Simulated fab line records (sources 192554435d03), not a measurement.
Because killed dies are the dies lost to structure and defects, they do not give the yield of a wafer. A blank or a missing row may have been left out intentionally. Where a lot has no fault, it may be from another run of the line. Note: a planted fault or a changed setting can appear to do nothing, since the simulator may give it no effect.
fab line records ; flow n5Finfet
record: lots: 6; wafers: 18; lastDay: 18
route steps=1938 shown BEOL_M10@1501 PASSIVATION@1936
lots untouched by any fault: they come from a run of this same line in which no faults occurred
startH: the number of hours between the record's first day and the start of the first shown wafer of the lot ; waitH: hours elapsed since this lot's preceding step ; " as in the row above ; L1.1+2: a single row standing in for several wafers ; - no value present, or no start provided ; * or withheld: withheld ; < > ~ a bound
route shown NAME@n: a module of which the file shows steps, and the number in the route of the first ; usual: mean and standard deviation over wafers with no fault ; same: alike in all rows ; chamber/n: place in a boat ; sites: per-site readings ; _std_site: their standard deviation ; _edge_site: inner sites' mean taken away from outer sites' mean ; radiusMm: how far each site lies from the wafer's centre ; mask NAME#n: copy n ; behind: the most recent tool/chamber to have shaped the wafer ; hold: why the lot was held/for how many hours/how that ended ; device: transistor that didn't switch, given as n, p or np ; end of line: tests of these same wafers at the route's end ; where a step has no rows: the recipe by itself ; killed: at the first sort, the dies lost to defects and structure; wafer yield is something else ; map: a wafer's dies, x killed, . not, _ none there
set.NAME: the setting that was run; set.NAME@STEP: the one run at that earlier step ; model.NAME: the simulator's own value behind a step, which no gauge read
lots seen at some steps along the route; tables by step, rows by wafer
services: a tool's chamber out of use, with start hour (startH, from the record's first day; less than 0 if before it), hours out, and reason
== steps ==
step: N5_BEOL_M10_DEVELOP_27
recipe: developTimeS: 30; developer: TMAH; resist: CAR-ArF; rinseLiquid: diw; dry: airSpin; devTempC: 23
step: N5_BEOL_M10_CD_MEAS_28
recipe: targetCdNm: 70; landingEnergyEv: 500; detector: seInlens; polarity: opening
usual: cdNm: 70.1/0.95
lot.wafer;tool;chamber;startH;waitH;cdNm
L767.1;cdSem-02;0;232.00;-;70.6
L767.3;cdSem-02;0;232.00;-;71.0
L767.5;cdSem-02;0;232.00;-;69.9
L775.2;cdSem-03;0;292.32;-;69.7
L775.5;cdSem-03;0;292.32;-;69.2
L775.6;cdSem-03;0;292.32;-;69.9
L776.1;cdSem-01;0;301.69;-;70.2
L776.3;cdSem-01;0;301.69;-;70.4
L776.5;cdSem-01;0;301.69;-;69.9
L782.1;cdSem-01;0;331.16;-;68.6
L782.2;cdSem-01;0;331.16;-;70.0
L782.6;cdSem-01;0;331.16;-;71.1
L783.4;cdSem-02;0;338.36;-;70.2
L783.5;cdSem-02;0;338.36;-;70.7
L783.6;cdSem-02;0;338.36;-;71.3
L787.1;cdSem-02;0;372.43;-;71.3
L787.5;cdSem-02;0;372.43;-;70.8
L787.6;cdSem-02;0;372.43;-;70.3
step: N5_BEOL_M10_OVL_MEAS_29
recipe: pointsPerWafer: 44
usual: V9_OVL: -0.2/0.6
lot.wafer;tool;chamber;startH;waitH;V9_OVL[nm]
L767.1;overlay-01;0;232.03;0.0;-0.1
L767.3;overlay-01;0;232.03;0.0;-0.3
L767.5;overlay-01;0;232.03;0.0;-0.2
L775.2;overlay-01;0;292.35;0.0;-0.1
L775.5;overlay-01;0;292.35;0.0;-0.8
L775.6;overlay-01;0;292.35;0.0;-0.4
L776.1;overlay-01;0;301.72;0.0;-0.1
L776.3;overlay-01;0;301.72;0.0;-0.1
L776.5;overlay-01;0;301.72;0.0;0.9
L782.1;overlay-01;0;331.19;0.0;0.2
L782.2;overlay-01;0;331.19;0.0;-0.1
L782.6;overlay-01;0;331.19;0.0;0.3
L783.4;overlay-01;0;338.38;0.0;-0.1
L783.5;overlay-01;0;338.38;0.0;-0.5
L783.6;overlay-01;0;338.38;0.0;0.2
L787.1;overlay-02;0;372.46;0.0;-0.2
L787.5;overlay-02;0;372.46;0.0;-1.4
L787.6;overlay-02;0;372.46;0.0;-0.7
step: N5_BEOL_M10_INSPECT_30
recipe: mode: adi; inspectInstrument: brightfield
usual: rawDefectCount: 371/83
lot.wafer;tool;chamber;startH;waitH;rawDefectCount
L767.1;defectInspect-02;-;232.05;0.0;509
L767.3;defectInspect-02;-;232.05;0.0;580
L767.5;defectInspect-02;-;232.05;0.0;601
L775.2;defectInspect-02;-;292.37;0.0;415
L775.5;defectInspect-02;-;292.37;0.0;286
L775.6;defectInspect-02;-;292.37;0.0;501
L776.1;defectInspect-02;-;301.74;0.0;384
L776.3;defectInspect-02;-;301.74;0.0;431
L776.5;defectInspect-02;-;301.74;0.0;366
L782.1;defectInspect-01;-;331.21;0.0;289
L782.2;defectInspect-01;-;331.21;0.0;328
L782.6;defectInspect-01;-;331.21;0.0;339
L783.4;defectInspect-02;-;338.41;0.0;274
L783.5;defectInspect-02;-;338.41;0.0;463
L783.6;defectInspect-02;-;338.41;0.0;388
L787.1;defectInspect-01;-;372.48;0.0;409
L787.5;defectInspect-01;-;372.48;0.0;304
L787.6;defectInspect-01;-;372.48;0.0;332
step: N5_BEOL_M10_DESCUM_33
recipe: chemistry: O2; timeS: 7.9; sourcePowerW: 50; biasPowerW: 20; pressureMtorr: 20; rfFrequencyHz: 2.712e+07; tempC: 40; resist: CAR-ArF; o2FlowSccm: 225
usual: drypumpMotorCurrentA: 5.5/0.54; oesProductAu: 0.77/0.051; rfVppV: 242.7/1.3; showerheadPlenumPTorr: 2.06/0.062; throttleValvePct: 20.51/0.21
lot.wafer;tool;chamber;startH;waitH;drypumpMotorCurrentA;oesProductAu;rfHoursCounterH;rfVppV;showerheadPlenumPTorr;throttleValvePct
L767.1;rieDiel-03;2;232.09;0.0;5.6;0.85;48;243.3;2.13;20.03
L767.3;rieDiel-03;0;232.09;0.0;5.4;0.82;89;245.5;2.21;20.00
L767.5;rieDiel-03;0;232.09;0.0;5.4;0.82;-;246.2;2.21;19.99
L775.2;rieDiel-02;3;292.45;0.1;5.4;0.75;185;244.2;2.18;20.63
L775.5;rieDiel-02;3;292.45;0.1;5.4;0.74;-;243.0;2.18;20.63
L775.6;rieDiel-02;2;292.45;0.1;5.1;0.84;-;243.3;2.03;20.67
L776.1;rieDiel-02;3;301.78;0.0;5.4;0.73;187;244.8;2.18;20.65
L776.3;rieDiel-02;0;301.78;0.0;5.4;0.69;197;243.1;2.06;20.54
L776.5;rieDiel-02;2;301.78;0.0;5.1;0.83;-;241.9;2.03;20.69
L782.1;rieDiel-02;3;331.87;0.7;5.4;0.72;198;244.3;2.18;20.66
L782.2;rieDiel-02;1;331.87;0.7;5.0;0.80;94;242.4;2.02;20.46
L782.6;rieDiel-02;2;331.87;0.7;5.1;0.83;-;241.3;2.03;20.70
L783.4;rieDiel-03;1;338.44;0.0;6.1;0.82;97;244.0;2.12;20.26
L783.5;rieDiel-03;3;338.44;0.0;6.0;0.72;-;244.4;2.07;20.22
L783.6;rieDiel-03;2;338.44;0.0;5.6;0.80;-;241.6;2.11;20.09
L787.1;rieDiel-06;0;372.51;0.0;6.2;0.79;101;242.2;2.01;20.53
L787.5;rieDiel-06;0;372.51;0.0;6.2;0.79;-;241.2;2.01;20.53
L787.6;rieDiel-06;3;372.51;0.0;6.6;0.74;-;243.9;2.10;20.73
step: N5_BEOL_M10_ETCH_65
recipe: chemistry: CF4; target: SiARC; targetDepthA: 390; maskMaterial: CAR-ArF; timeS: 65; ionEnergyEv: 80; pressureMtorr: 40; sourceW: 545; biasW: 36; Ar_flow_sccm: 100; cf4FlowSccm: 100; ends: cleared
step: N5_BEOL_M10_ETCH_66
recipe: chemistry: N2/H2; target: SOC; targetDepthA: 1200; overetchA: 240; maskMaterial: SiARC; tempC: 40; timeS: 180; ionEnergyEv: 200; pressureMtorr: 30; sourceW: 840; biasW: 150; n2FlowSccm: 200; h2FlowSccm: 200
step: N5_BEOL_M10_STRIP_69
recipe: chemistry: N2/H2; tempC: 40; n2FlowSccm: 200; h2FlowSccm: 200; rfFrequencyHz: 6e+07
step: N5_BEOL_M10_VIA_ETCH_34
recipe: chemistry: C4F6/O2; target: SiCOH_lowk; targetDepthA: 1845; maskMaterial: SOC; taperDeg: 4; timeS: 69.2; ionEnergyEv: 250; pressureMtorr: 30; sourceW: 345; biasW: 185; Ar_flow_sccm: 300; C4F6_flow_sccm: 10; O2_flow_sccm: 10
usual: O2_flow_sccm: 10.00/0.03; drypumpMotorCurrentA: 5.6/0.55; oesProductAu: 0.77/0.052; rfFwdPowerW: 342.4/1.3; rfVppV: 663/14; showerheadPlenumPTorr: 2.82/0.071; throttleValvePct: 21.01/0.21
lot.wafer;tool;chamber;startH;waitH;O2_flow_sccm;drypumpMotorCurrentA;oesProductAu;rfFwdPowerW;rfHoursCounterH;rfVppV;showerheadPlenumPTorr;throttleValvePct
L767.1;rieDiel-03;2;232.30;0.0;10.02;5.6;0.85;342.7;48;659;2.90;20.55
L767.3;rieDiel-03;0;232.30;0.0;10.00;5.5;0.81;342.3;90;680;2.97;20.31
L767.5;rieDiel-03;0;232.30;0.0;9.99;5.5;0.82;343.9;-;677;2.97;20.33
L775.2;rieDiel-02;3;292.66;0.0;10.01;5.4;0.72;341.9;185;660;2.94;20.99
L775.5;rieDiel-02;3;292.66;0.0;10.06;5.4;0.73;341.5;-;658;2.94;20.98
L775.6;rieDiel-02;2;292.66;0.0;10.01;5.1;0.84;342.5;-;638;2.77;21.14
L776.1;rieDiel-02;3;301.98;0.0;9.97;5.4;0.72;341.6;188;660;2.94;20.99
L776.3;rieDiel-02;0;301.98;0.0;10.06;5.4;0.68;341.3;197;658;2.83;21.14
L776.5;rieDiel-02;2;301.98;0.0;10.00;5.1;0.83;343.6;-;639;2.77;21.15
L782.1;rieDiel-02;3;332.08;0.0;9.97;5.4;0.71;343.7;198;659;2.93;20.99
L782.2;rieDiel-02;1;332.08;0.0;9.99;5.0;0.76;340.7;94;663;2.79;21.14
L782.6;rieDiel-02;2;332.08;0.0;9.99;5.1;0.83;341.4;-;636;2.76;21.16
L783.4;rieDiel-03;1;338.65;0.0;10.09;6.1;0.81;341.8;97;690;2.89;20.76
L783.5;rieDiel-03;3;338.65;0.0;10.00;6.0;0.71;342.4;-;656;2.82;20.67
L783.6;rieDiel-03;2;338.65;0.0;9.98;5.6;0.79;342.6;-;658;2.88;20.61
L787.1;rieDiel-06;0;372.72;0.0;10.04;6.3;0.80;342.9;102;654;2.77;21.17
L787.5;rieDiel-06;0;372.72;0.0;10.03;6.2;0.78;342.7;-;655;2.77;21.17
L787.6;rieDiel-06;3;372.72;0.0;9.98;6.6;0.75;343.4;-;667;2.86;21.19
step: N5_BEOL_M10_STRIP_73
recipe: chemistry: C4F6/O2; resist: SiARC; rfFrequencyHz: 6e+07
step: N5_BEOL_M10_STRIP_36
recipe: chemistry: N2/H2; powerW: 450; tempC: 40; pressureMtorr: 20; rfFrequencyHz: 6e+07; overashFraction: 0.3; biasPowerW: 7; h2Frac: 0.5; n2FlowSccm: 200; h2FlowSccm: 200
usual: drypumpMotorCurrentA: 5.6/0.54; n2FlowSccm: 199.9/0.6; oesProductAu: 0.77/0.051; rfVppV: 59.0/2; showerheadPlenumPTorr: 2.50/0.072; throttleValvePct: 23.7/0.36
lot.wafer;tool;chamber;startH;waitH;drypumpMotorCurrentA;n2FlowSccm;oesProductAu;rfHoursCounterH;rfVppV;showerheadPlenumPTorr;throttleValvePct
L767.1;rieDiel-03;2;232.36;0.0;5.6;199.7;0.83;48;56.2;2.57;23.0
L767.3;rieDiel-03;0;232.36;0.0;5.5;200.0;0.80;90;61.8;2.67;22.9
L767.5;rieDiel-03;0;232.36;0.0;5.5;200.7;0.81;-;59.8;2.67;22.9
L775.2;rieDiel-02;3;292.72;0.0;5.4;199.7;0.74;185;61.1;2.63;23.5
L775.5;rieDiel-02;3;292.72;0.0;5.4;199.5;0.73;-;58.8;2.63;23.5
L775.6;rieDiel-02;2;292.72;0.0;5.1;201.9;0.83;-;60.1;2.48;24.3
L776.1;rieDiel-02;3;302.05;0.0;5.4;200.0;0.74;188;57.4;2.63;23.5
L776.3;rieDiel-02;0;302.05;0.0;5.4;199.9;0.69;197;59.9;2.52;23.9
L776.5;rieDiel-02;2;302.05;0.0;5.2;200.4;0.84;-;57.5;2.47;24.3
L782.1;rieDiel-02;3;332.14;0.0;5.4;200.3;0.73;198;61.4;2.62;23.5
L782.2;rieDiel-02;1;332.14;0.0;5.1;200.0;0.79;94;60.6;2.46;23.8
L782.6;rieDiel-02;2;332.14;0.0;5.2;201.3;0.83;-;63.7;2.47;24.3
L783.4;rieDiel-03;1;338.71;0.0;6.1;199.3;0.82;97;62.3;2.56;23.4
L783.5;rieDiel-03;3;338.71;0.0;6.0;199.6;0.70;-;60.0;2.52;23.7
L783.6;rieDiel-03;2;338.71;0.0;5.6;199.3;0.79;-;58.8;2.55;23.0
L787.1;rieDiel-06;0;372.79;0.0;6.2;199.2;0.78;102;58.5;2.45;23.6
L787.5;rieDiel-06;0;372.79;0.0;6.2;200.2;0.79;-;56.9;2.45;23.6
L787.6;rieDiel-06;3;372.79;0.0;6.6;200.1;0.73;-;60.7;2.55;24.2
step: N5_BEOL_M10_TRENCH_ETCH_37
recipe: chemistry: C4F6/O2; targetDepthA: 1488.3; target: SiCOH_lowk; timeS: 48; ionEnergyEv: 250; pressureMtorr: 30; sourceW: 345; biasW: 185; Ar_flow_sccm: 300; C4F6_flow_sccm: 10; O2_flow_sccm: 10
usual: O2_flow_sccm: 10.00/0.03; drypumpMotorCurrentA: 5.6/0.55; oesProductAu: 0.77/0.052; rfFwdPowerW: 341.7/1.4; rfVppV: 663/14; showerheadPlenumPTorr: 2.82/0.071; throttleValvePct: 21.04/0.21
lot.wafer;tool;chamber;startH;waitH;O2_flow_sccm;drypumpMotorCurrentA;oesProductAu;rfFwdPowerW;rfHoursCounterH;rfVppV;showerheadPlenumPTorr;throttleValvePct
L767.1;rieDiel-03;2;-;-;10.04;5.6;0.84;342.6;48;659;2.90;20.57
L767.3;rieDiel-03;0;-;-;9.98;5.4;0.81;342.1;90;679;2.97;20.36
L767.5;rieDiel-03;0;-;-;9.98;5.4;0.81;341.7;-;678;2.97;20.35
L775.2;rieDiel-02;3;-;-;9.95;5.4;0.73;341.8;185;659;2.94;21.02
L775.5;rieDiel-02;3;-;-;9.92;5.4;0.73;343.3;-;660;2.94;21.01
L775.6;rieDiel-02;2;-;-;10.05;5.2;0.84;341.5;-;638;2.77;21.16
L776.1;rieDiel-02;3;-;-;9.94;5.4;0.72;342.7;188;660;2.94;21.02
L776.3;rieDiel-02;0;-;-;10.00;5.4;0.68;341.8;198;661;2.83;21.19
L776.5;rieDiel-02;2;-;-;9.99;5.1;0.84;341.8;-;638;2.77;21.17
L782.1;rieDiel-02;3;-;-;9.99;5.4;0.72;340.9;198;660;2.93;21.04
L782.2;rieDiel-02;1;-;-;9.97;5.0;0.78;342.0;94;663;2.79;21.17
L782.6;rieDiel-02;2;-;-;10.01;5.1;0.82;341.5;-;636;2.76;21.18
L783.4;rieDiel-03;1;-;-;9.97;6.1;0.81;342.3;97;688;2.88;20.79
L783.5;rieDiel-03;3;-;-;9.99;6.0;0.71;342.1;-;657;2.82;20.69
L783.6;rieDiel-03;2;-;-;10.03;5.6;0.80;342.2;-;660;2.88;20.64
L787.1;rieDiel-06;0;-;-;9.99;6.3;0.79;342.0;102;655;2.77;21.21
L787.5;rieDiel-06;0;-;-;10.05;6.2;0.79;341.2;-;654;2.77;21.19
L787.6;rieDiel-06;3;-;-;10.01;6.6;0.73;341.8;-;666;2.86;21.23
step: N5_BEOL_M10_ETCH_41
recipe: chemistry: CH3F/O2; target: SiCN; targetDepthA: 426; taperDeg: 2; timeS: 86; ionEnergyEv: 120; maskMaterial: TiN; pressureMtorr: 30; sourceW: 395; biasW: 75; Ar_flow_sccm: 150; CH3F_flow_sccm: 30; O2_flow_sccm: 20
usual: O2_flow_sccm: 20.00/0.06; drypumpMotorCurrentA: 5.5/0.54; oesProductAu: 0.77/0.051; rfFwdPowerW: 392.5/1.4; rfVppV: 296.9/1.3; showerheadPlenumPTorr: 1.98/0.053; throttleValvePct: 16.41/0.19
lot.wafer;tool;chamber;startH;waitH;O2_flow_sccm;drypumpMotorCurrentA;oesProductAu;rfFwdPowerW;rfHoursCounterH;rfVppV;showerheadPlenumPTorr;throttleValvePct;model.etch.depthNm
L767.1;rieDiel-03;2;232.44;-;19.95;5.6;0.85;393.5;48;299.1;2.04;15.95;32.72
L767.3;rieDiel-03;0;232.44;-;19.93;5.5;0.81;394.5;90;300.5;2.10;15.81;32.69
L767.5;rieDiel-03;0;232.44;-;19.96;5.4;0.81;394.4;-;297.8;2.09;15.81;32.49
L775.2;rieDiel-02;3;292.80;-;20.06;5.4;0.74;393.3;185;297.4;2.07;16.45;32.01
L775.5;rieDiel-02;3;292.80;-;20.00;5.4;0.73;393.0;-;299.8;2.07;16.47;32.2
L775.6;rieDiel-02;2;292.80;-;20.02;5.1;0.84;392.7;-;295.9;1.94;16.46;32.68
L776.1;rieDiel-02;3;302.13;-;19.99;5.4;0.68;297.5;188;326.5;2.07;16.46;28.3
L776.3;rieDiel-02;0;302.13;-;20.00;5.4;0.64;294.7;198;324.3;1.98;16.58;28.21
L776.5;rieDiel-02;2;302.13;-;19.99;5.1;0.77;296.9;-;324.6;1.94;16.46;28.92
L782.1;rieDiel-02;3;332.22;-;19.99;5.4;0.67;298.6;198;327.5;2.07;16.49;28.41
L782.2;rieDiel-02;1;332.22;-;19.94;5.1;0.72;298.9;94;325.2;1.95;16.48;28.13
L782.6;rieDiel-02;2;332.22;-;19.95;5.1;0.77;296.4;-;323.6;1.94;16.49;29.36
L783.4;rieDiel-03;1;338.79;-;19.99;6.1;0.81;391.2;97;297.6;2.03;16.17;31.84
L783.5;rieDiel-03;3;338.79;-;20.04;6.0;0.72;394.3;-;299.0;1.98;16.13;32.98
L783.6;rieDiel-03;2;338.79;-;19.92;5.6;0.80;390.4;-;297.8;2.02;16.04;32.64
L787.1;rieDiel-06;0;372.87;-;20.06;6.2;0.78;393.1;102;295.9;1.94;16.51;32.43
L787.5;rieDiel-06;0;372.87;-;19.99;6.2;0.78;395.0;-;295.8;1.94;16.53;32.46
L787.6;rieDiel-06;3;372.87;-;19.99;6.6;0.74;394.8;-;297.9;2.00;16.54;32.45
step: N5_BEOL_M10_STRIP_77
recipe: chemistry: N2/H2; timeS: 10; powerW: 450; tempC: 40; pressureMtorr: 20; rfFrequencyHz: 6e+07; biasPowerW: 7; n2FlowSccm: 200; h2FlowSccm: 200
usual: drypumpMotorCurrentA: 5.6/0.54; n2FlowSccm: 200.0/0.58; oesProductAu: 0.77/0.052; rfVppV: 59.0/0.84; showerheadPlenumPTorr: 2.50/0.072; throttleValvePct: 23.7/0.36
lot.wafer;tool;chamber;startH;waitH;drypumpMotorCurrentA;n2FlowSccm;oesProductAu;rfHoursCounterH;rfVppV;showerheadPlenumPTorr;throttleValvePct
L767.1;rieDiel-03;2;-;-;5.6;199.7;0.85;48;58.6;2.57;23.0
L767.3;rieDiel-03;0;-;-;5.5;200.5;0.82;90;59.8;2.67;22.9
L767.5;rieDiel-03;0;-;-;5.4;200.2;0.82;-;59.5;2.67;22.9
L775.2;rieDiel-02;3;-;-;5.4;200.3;0.74;185;60.1;2.63;23.5
L775.5;rieDiel-02;3;-;-;5.4;199.5;0.74;-;60.8;2.63;23.5
L775.6;rieDiel-02;2;-;-;5.1;200.5;0.84;-;58.3;2.47;24.3
L776.1;rieDiel-02;3;-;-;5.4;200.7;0.74;188;59.4;2.63;23.5
L776.3;rieDiel-02;0;-;-;5.4;199.7;0.69;198;58.2;2.52;23.9
L776.5;rieDiel-02;2;-;-;5.1;200.2;0.83;-;57.9;2.47;24.3
L782.1;rieDiel-02;3;-;-;5.4;200.3;0.72;198;60.5;2.62;23.5
L782.2;rieDiel-02;1;-;-;5.0;199.1;0.79;94;58.6;2.46;23.8
L782.6;rieDiel-02;2;-;-;5.2;200.0;0.82;-;60.2;2.47;24.3
L783.4;rieDiel-03;1;-;-;6.2;199.4;0.81;97;59.2;2.56;23.4
L783.5;rieDiel-03;3;-;-;6.0;201.5;0.71;-;59.6;2.52;23.8
L783.6;rieDiel-03;2;-;-;5.6;199.4;0.80;-;58.1;2.55;23.0
L787.1;rieDiel-06;0;-;-;6.2;200.7;0.79;102;59.0;2.45;23.6
L787.5;rieDiel-06;0;-;-;6.3;200.1;0.80;-;59.4;2.45;23.6
L787.6;rieDiel-06;3;-;-;6.6;200.7;0.74;-;59.2;2.55;24.1
step: N5_PASSIVATION_PROBE_49
usual: defectLimitedYield: 91.0/1.5; killed_at_M0_to_M3: 33/9.4; killed_at_M4_up: 14/4.8; killedAtContacts: 13/7.3; killedAtFrontEnd: 43/13; killedAtOther: 3.6/2.9; killedDies: 106/18; killedOpen: 69/13; killedShort: 35/8.2; sort_bin_5_function: 5.3/1; sort_bin_6_memory: 3.3/0.68; sort_bin_8_speed: 0.01/0.027; sortNPass: 1074/18; sortYieldPct: 91.0/1.5
same: grossDies: 1180; killedAtBackSide: 0; sort_bin_4_leakage[%]: 0
lot.wafer;tool;chamber;startH;waitH;defectLimitedYield[%];killed_at_M0_to_M3;killed_at_M4_up;killedAtContacts;killedAtFrontEnd;killedAtOther;killedDies;killedOpen;killedShort;sort_bin_5_function[%];sort_bin_6_memory[%];sort_bin_8_speed[%];sortNPass;sortYieldPct[%]
L776.1;prober-02;-;356.55;0.0;91.9;31;14;6;43;1;95;59;35;5.0;2.5;0;1085;91.9
L782.1;prober-02;-;381.49;0.0;93.3;24;12;10;29;4;79;58;21;4.3;2.0;0;1101;93.3
L782.2;prober-02;-;381.54;0.1;90.4;48;13;15;35;2;113;82;30;6.8;2.5;0;1067;90.4
L782.6;prober-02;-;381.74;0.3;89.0;46;17;14;50;3;130;83;36;6.4;3.7;0;1050;89.0
L783.4;prober-02;-;388.53;0.2;93.1;29;10;8;31;4;82;60;20;4.8;2.1;0;1098;93.1
L783.5;prober-02;-;388.58;0.2;90.7;40;16;11;40;3;110;78;29;5.3;3.7;0;1070;90.7
killed by level:class
L776.1 STI_FIN_REVEAL:geometricParticle:open=10 BEOL_M0_SAQP:geometricParticle:open=10 GATE_CUT:geometricParticle:short=9 BEOL_M3:geometricParticle:open=7 BEOL_M2:geometricParticle:open=6 DUMMY_GATE:geometricParticle:open=5 MOL_CONTACT_COAG:geometricParticle:open=5 BEOL_M0_SAQP:geometricParticle:short=5
L782.1 STI_FIN_REVEAL:geometricParticle:open=10 MOL_CONTACT_COAG:geometricParticle:open=8 BEOL_M4:geometricParticle:open=6 DUMMY_GATE:geometricParticle:open=5 BEOL_M0_SAQP:geometricParticle:open=5 BEOL_M2:geometricParticle:open=4 GATE_CUT:geometricParticle:open=3 BEOL_M0_SAQP:geometricParticle:short=3
L782.2 BEOL_M0_SAQP:geometricParticle:open=14 DUMMY_GATE:geometricParticle:open=11 MOL_CONTACT_COAG:geometricParticle:open=10 BEOL_M0:geometricParticle:open=8 BEOL_M1:geometricParticle:open=8 FIN_SAQP:geometricParticle:open=6 MOL_CONTACT_COAG:geometricParticle:short=5 BEOL_M4:geometricParticle:open=5
L782.6 BEOL_M0_SAQP:geometricParticle:open=12 STI_FIN_REVEAL:geometricParticle:open=11 MOL_CONTACT_COAG:geometricParticle:open=11 FIN_SAQP:geometricParticle:short=10 BEOL_M1:geometricParticle:open=9 HKMG_FIN:areaEtch=9 FIN_SAQP:geometricParticle:open=7 BEOL_M0_SAQP:geometricParticle:short=7
L783.4 STI_FIN_REVEAL:geometricParticle:open=11 BEOL_M3:geometricParticle:open=8 MOL_CONTACT_COAG:geometricParticle:open=6 BEOL_M0_SAQP:geometricParticle:short=6 BEOL_M0_SAQP:geometricParticle:open=6 BEOL_M2:geometricParticle:open=6 FIN_SAQP:geometricParticle:open=4 GATE_CUT:geometricParticle:short=4
L783.5 MOL_CONTACT_COAG:geometricParticle:open=10 BEOL_M2:geometricParticle:open=9 BEOL_M0_SAQP:geometricParticle:short=8 BEOL_M4:geometricParticle:open=8 BEOL_M0_SAQP:geometricParticle:open=8 FIN_SAQP:geometricParticle:open=6 STI_FIN_REVEAL:geometricParticle:open=6 BEOL_M3:geometricParticle:open=6
== services ==
tool;chamber;startH;hours;kind
rieDiel-06;3;237.05;5.0;repair
rieDiel-03;3;307.60;7.1;repair
rieDiel-02;3;335.50;4.8;repair
rieDiel-06;2;362.62;4.0;repair
== key ==
firstSign: step: N5_BEOL_M10_ETCH_41; reading: rfFwdPowerW; direction: down; sigmas: 67; usual: *; struck: *
effect: step: N5_BEOL_M10_ETCH_41; reading: rfVppV; direction: up; sigmas: 22; usual: 296.9; struck: 325.3
modelEffect: step: N5_BEOL_M10_ETCH_41; value: etch.depthNm; without: 31.65; struck: 28.56
metAt N5_BEOL_M10_ETCH_41
struckWafers L776.1,L776.3,L776.5,L782.1,L782.2,L782.6
onsetBetween 292.80 302.13
fault: kind: processParameterDrift; tool: rieDiel-02; chamber: -; onsetH: 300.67; steps: N5_BEOL_M10_ETCH_41; channel: sourceW; offset: -94.8; shape: step; endH: 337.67; actsIn: theseRecipesOnly; stated: 395
